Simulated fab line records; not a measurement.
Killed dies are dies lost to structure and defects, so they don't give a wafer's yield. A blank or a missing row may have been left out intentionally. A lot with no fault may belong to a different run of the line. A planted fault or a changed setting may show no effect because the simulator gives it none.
8D (eight disciplines) problem report, filled in by code ; flow nand-harc ; the parts of the form that need people (team, actions taken, sign-off) are left out

## 1. THE PROBLEM
At NHARC_END_SORT_01, killed-at-array averages 91 over 2 wafers from 2 lots, while fault-free wafers read 24, standard deviation 7.4. Relative to the usual mean, that is a shift of +9.1 standard deviations.
Earliest sighting: wafer L683.1 on prober-02 at day 20 17:22. At this step, 2 wafers from 2 lots have a number in the record. Rule for "out", or "out of limits": more than 4 standard deviations from the usual mean. The other wafers with a number count as sound.

## 2. WHAT IT IS, WHAT IT ISN'T
question;is;is not
which readings at this step;killed-at-array, killed-dies;killed-at-other, killed-at-periphery, killed-short
which lots;L680, L683;-
which wafers of those lots;all that have a number;-
read on which gauges;prober-01, prober-02;-
when;from day 20 17:22;up to then (0 sound wafers)

## 3. WHAT RULES OUT EACH SUSPECT
Counting: a tool at any process step up to the reading remains a suspect when it ran all the lots that are out and ran no sound lot after the first of those.
- the gauge at NHARC_END_SORT_01 is ruled out. The wafers that are out were read on 2 gauges (prober-01, prober-02).
- har-cap-etch-03 at NHARC_A_CONTACT_ETCH_127 (etches the open film in C4F8/O2/Ar, time 155 s, target depth 956 nm): kept. It ran every lot that is out, first L683 (day 17 14:19), and no sound lot after that.
- har-cap-etch-03 at NHARC_A_CONTACT_ETCH_132 (etches the open film in C4F8/O2/Ar, time 156 s, target depth 958 nm): kept. It ran every lot that is out, first L683 (day 17 15:02), and no sound lot after that.
- rie-diel-11 at NHARC_A_CONTACT_DESCUM_13 (chemistry O2, time 3 s): kept. It ran every lot that is out, first L683 (day 17 23:19), and no sound lot after that.
- rie-diel-11 at NHARC_A_CONTACT_ETCH_88 (etches the open film in CF4, target depth 39 nm, time 65 s): kept. It ran every lot that is out, first L683 (day 17 23:26), and no sound lot after that.
Left after counting: har-cap-etch-03 at NHARC_A_CONTACT_ETCH_127, har-cap-etch-03 at NHARC_A_CONTACT_ETCH_132, rie-diel-11 at NHARC_A_CONTACT_DESCUM_13, rie-diel-11 at NHARC_A_CONTACT_ETCH_88.

## 4. THE CAUSE (what the simulator had put in)
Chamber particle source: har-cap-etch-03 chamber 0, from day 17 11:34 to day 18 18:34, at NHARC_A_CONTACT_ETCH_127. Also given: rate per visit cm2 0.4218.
Of the 4 suspects that counting leaves, this tool is one.

## 5. THE EFFECT CHAIN, in route order
Each row: a reading whose mean over the struck wafers that have a number lies more than 3 standard deviations from the usual. Readings are gone through only where the record gives a usual standard deviation; hours: the median, over the lots, of the time from a lot's start at the first step in this table giving one to that lot's start at this step; sigmas: the change measured in usual standard deviations.
hours;step;reading;usual;on struck wafers;change;sigmas
0;NHARC_END_SORT_01;killed-at-array;24;91;+67;+9.1
0;NHARC_END_SORT_01;killed-dies;28;96;+68;+8.5

## 6. WHAT WOULD HAVE CAUGHT IT SOONER
Counted from the fault's start at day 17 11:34, it took 78 hours until the first out-of-limits reading at a measuring or inspecting step in this record, taken at day 20 17:22.
Lots out: 2; all had begun NHARC_A_CONTACT_ETCH_127 on har-cap-etch-03 by day 20 17:22. Holding the tool at that point would not have protected any of them.
